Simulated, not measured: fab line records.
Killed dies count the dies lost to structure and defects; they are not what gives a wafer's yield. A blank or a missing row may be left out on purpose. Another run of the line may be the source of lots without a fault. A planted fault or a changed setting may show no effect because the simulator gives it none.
Which tool was responsible? | flow nandHarc | 11 lots with 33 wafers sampled at 6 steps, on a route of 1302 steps

WHAT EACH GAUGE READ, for each wafer
NHARC_END_SORT_01.
lot  | measured     | on        | killedAtArray
L215 | day 30 07:24 | prober-01 | 182 178 174
L214 | day 30 17:16 | prober-01 | 156 135 137

WHICH TOOL RAN EACH LOT (tool, then ch and the chambers of the sampled wafers, then the start)
lot  | NHARC_A_CONTACT_ETCH_133           | NHARC_A_CONTACT_DESCUM_13         | NHARC_A_CONTACT_ETCH_88           | NHARC_A_CONTACT_ETCH_134           | NHARC_A_CONTACT_ETCH_136
L203 | harCapEtch-02 ch 0,1, day 21 21:10 | rieDiel-05 ch 0,1, day 22 01:41   | rieDiel-05 ch 0,1,2, day 22 01:47 | harCapEtch-02 ch 0,1, day 22 02:52 | harCapEtch-02 ch 0,1, day 22 03:20
L207 | harCapEtch-03 ch 0,1, day 23 12:08 | rieDiel-05 ch 0,2,3, day 23 18:46 | rieDiel-05 ch 0,1, day 23 18:50   | harCapEtch-01 ch 0,1, day 23 19:53 | harCapEtch-01 ch 0,1, day 23 20:30
L208 | harCapEtch-01 ch 0,1, day 24 05:10 | rieDiel-10 ch 0,1,3, day 24 09:50 | rieDiel-10 ch 0,3, day 24 09:55   | harCapEtch-03 ch 0,1, day 24 10:58 | harCapEtch-03 ch 0,1, day 24 11:26
L211 | harCapEtch-01 ch 0,1, day 25 04:01 | rieDiel-05 ch 0,2, day 25 10:41   | rieDiel-05 ch 0,3, day 25 10:47   | harCapEtch-03 ch 0,1, day 25 12:02 | harCapEtch-03 ch 0,1, day 25 12:30
L210 | harCapEtch-03 ch 0,1, day 25 07:26 | rieDiel-05 ch 2,3, day 25 14:10   | rieDiel-05 ch 0,2,3, day 25 14:16 | harCapEtch-02 ch 0,1, day 25 15:29 | harCapEtch-02 ch 0,1, day 25 15:58
L215 | harCapEtch-01 ch 0,1, day 26 17:49 | rieDiel-05 ch 0,1, day 27 12:02   | rieDiel-05 ch 0,2,3, day 27 12:10 | harCapEtch-02 ch 0,1, day 27 13:23 | harCapEtch-02 ch 0,1, day 27 14:01
L214 | harCapEtch-01 ch 0,1, day 27 02:56 | rieDiel-10 ch 0,1,2, day 27 19:21 | rieDiel-10 ch 0,3, day 27 19:26   | harCapEtch-03 ch 0,1, day 27 21:43 | harCapEtch-03 ch 0,1, day 27 22:12
L223 | harCapEtch-02 ch 0, day 30 16:24   | rieDiel-05 ch 0,1,2, day 30 21:12 | rieDiel-05 ch 0,1,3, day 30 21:17 | harCapEtch-02 ch 0,1, day 30 22:19 | harCapEtch-02 ch 0,1, day 30 22:47
L224 | harCapEtch-03 ch 0,1, day 30 16:59 | rieDiel-05 ch 1,3, day 30 22:17   | rieDiel-05 ch 0,2, day 30 22:22   | harCapEtch-01 ch 0,1, day 30 23:28 | harCapEtch-01 ch 0,1, day 30 23:58
L225 | harCapEtch-03 ch 0,1, day 30 22:02 | rieDiel-05 ch 0,2, day 31 03:46   | rieDiel-05 ch 0,2, day 31 03:52   | harCapEtch-02 ch 0,1, day 31 04:55 | harCapEtch-02 ch 0,1, day 31 05:24
L226 | harCapEtch-03 ch 0,1, day 31 04:17 | rieDiel-05 ch 0,1,3, day 31 10:02 | rieDiel-05 ch 0,2,3, day 31 10:08 | harCapEtch-02 ch 0,1, day 31 11:10 | harCapEtch-02 ch 0,1, day 31 11:38
- NHARC_A_CONTACT_ETCH_133: etches the open film in C4F8/O2/Ar, time 374 s, target depth 1610 nm.
- NHARC_A_CONTACT_DESCUM_13: chemistry O2, time 3 s.
- NHARC_A_CONTACT_ETCH_88: etches the open film in CF4, target depth 39 nm, time 65 s.
- NHARC_A_CONTACT_ETCH_134: etches the open film in C4F8/O2/Ar, time 140 s, target depth 700 nm.
- NHARC_A_CONTACT_ETCH_136: etches the open film in C4F8/O2/Ar, time 311 s, target depth 1912 nm.

THE ANSWER, worked out from the rows above alone
Rule: what is usual is taken from the lots themselves. Put in order of their means at a reading, lots are off if they are a third of the lots or fewer, leave a main group of 4 or more, and stand apart from it by a gap of 3 or more times the standard deviation of the main group's means; of several such gaps the widest counts. If all means in a main group match to the digits the tables above print for the reading, that group is not used. A lot without any number at a reading at which 4 lots or more have one is off too. Where the step has rows for the other lots, those lots are counted as sound.
None of the lots is off at any reading shown; this tells nothing.

WHAT THE SIMULATOR HAD PUT IN
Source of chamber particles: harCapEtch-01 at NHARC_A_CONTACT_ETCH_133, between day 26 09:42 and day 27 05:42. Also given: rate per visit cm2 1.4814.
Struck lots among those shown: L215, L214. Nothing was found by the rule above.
